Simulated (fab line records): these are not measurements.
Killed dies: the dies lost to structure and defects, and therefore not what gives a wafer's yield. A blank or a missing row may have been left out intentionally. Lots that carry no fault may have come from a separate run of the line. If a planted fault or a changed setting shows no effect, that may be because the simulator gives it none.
Matching of chambers | flow n5 finfet | 4 sister chambers for N5_BEOL_M0_SAQP_ETCH_101 on rie diel-03
The step etches SiNx in CH3F/O2, target depth 29.9 nm, time 42.7 s. 20 wafers are shown with their chamber, then 10 later ones without.

## EACH WAFER AND ITS CHAMBER
wafer  | chamber | showerhead plenum p Torr (Torr) | rf vpp V (V) | drypump motor current A (A)
L074.2 | 2       | 2.09                            | 296.5        | 5.2
L074.5 | 2       | 2.09                            | 295.6        | 5.2
L074.6 | 0       | 2.06                            | 299.3        | 5.4
L075.3 | 2       | 2.08                            | 295.3        | 5.1
L075.4 | 3       | 1.85                            | 296.4        | 5.2
L075.5 | 0       | 2.06                            | 300.4        | 5.3
L077.1 | 1       | 2.08                            | 300.2        | 5.4
L077.3 | 0       | 2.06                            | 299.5        | 5.4
L077.5 | 1       | 2.08                            | 300.4        | 5.5
L084.3 | 0       | 2.06                            | 301.5        | 5.4
L084.5 | 3       | 1.85                            | 294.8        | 5.2
L084.6 | 0       | 2.06                            | 299.7        | 5.4
L085.2 | 2       | 2.08                            | 296.1        | 5.2
L085.4 | 0       | 2.06                            | 300.6        | 5.4
L085.6 | 0       | 2.06                            | 300.4        | 5.4
L087.2 | 3       | 1.85                            | 297.6        | 5.2
L087.5 | 0       | 2.06                            | 300.1        | 5.4
L087.6 | 3       | 1.85                            | 294.9        | 5.2
L088.2 | 3       | 1.84                            | 295.3        | 5.2
L088.3 | 2       | 2.08                            | 296.6        | 5.1

SIGNATURES, as means of the wafers listed above
reading                  | chamber 0 | chamber 1 | chamber 2 | chamber 3 | scatter within a chamber
showerhead plenum p Torr | 2.0600    | 2.0800    | 2.0840    | 1.8480    | 0.00354
rf vpp V                 | 300.188   | 300.300   | 296.020   | 295.800   | 0.808
drypump motor current A  | 5.388     | 5.450     | 5.160     | 5.200     | 0.0401
Rule: for each reading, subtract the chamber's mean from the wafer's reading, divide by that reading's scatter and square the result; add these up over the readings and take the root, which gives the wafer's distance from the chamber. If the next closest chamber is less than 2 further off than the closest, the wafer can't be placed; otherwise it belongs to the closest. The scatter is the square root of a quotient: the sum, over the shown wafers, of each reading's squared deviation from its chamber's mean, divided by wafers minus chambers.

## WAFERS MISSING THEIR CHAMBER
wafer  | showerhead plenum p Torr (Torr) | rf vpp V (V) | drypump motor current A (A)
L088.5 | 2.05                            | 299.5        | 5.4
L090.1 | 1.84                            | 294.8        | 5.2
L090.3 | 2.07                            | 301.3        | 5.4
L090.6 | 2.07                            | 295.9        | 5.1
L091.4 | 2.07                            | 301.2        | 5.4
L091.5 | 2.05                            | 300.0        | 5.4
L091.6 | 1.84                            | 296.2        | 5.2
L096.2 | 1.84                            | 296.1        | 5.2
L096.3 | 2.05                            | 299.4        | 5.3
L096.6 | 2.05                            | 299.3        | 5.3

## WHICH CHAMBER EACH WENT THROUGH
wafer  | from the rows above     | in truth
L088.5 | 0                       | 0
L090.1 | 3                       | 3
L090.3 | can't be placed: 0 or 1 | 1
L090.6 | 2                       | 2
L091.4 | can't be placed: 0 or 1 | 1
L091.5 | 0                       | 0
L091.6 | 3                       | 3
L096.2 | 3                       | 3
L096.3 | 0                       | 0
L096.6 | 0                       | 0
Correct placement for 8 of the 10. These rows do not allow placing 2 (true chamber among the candidates in 2). Placed wrongly: 0.
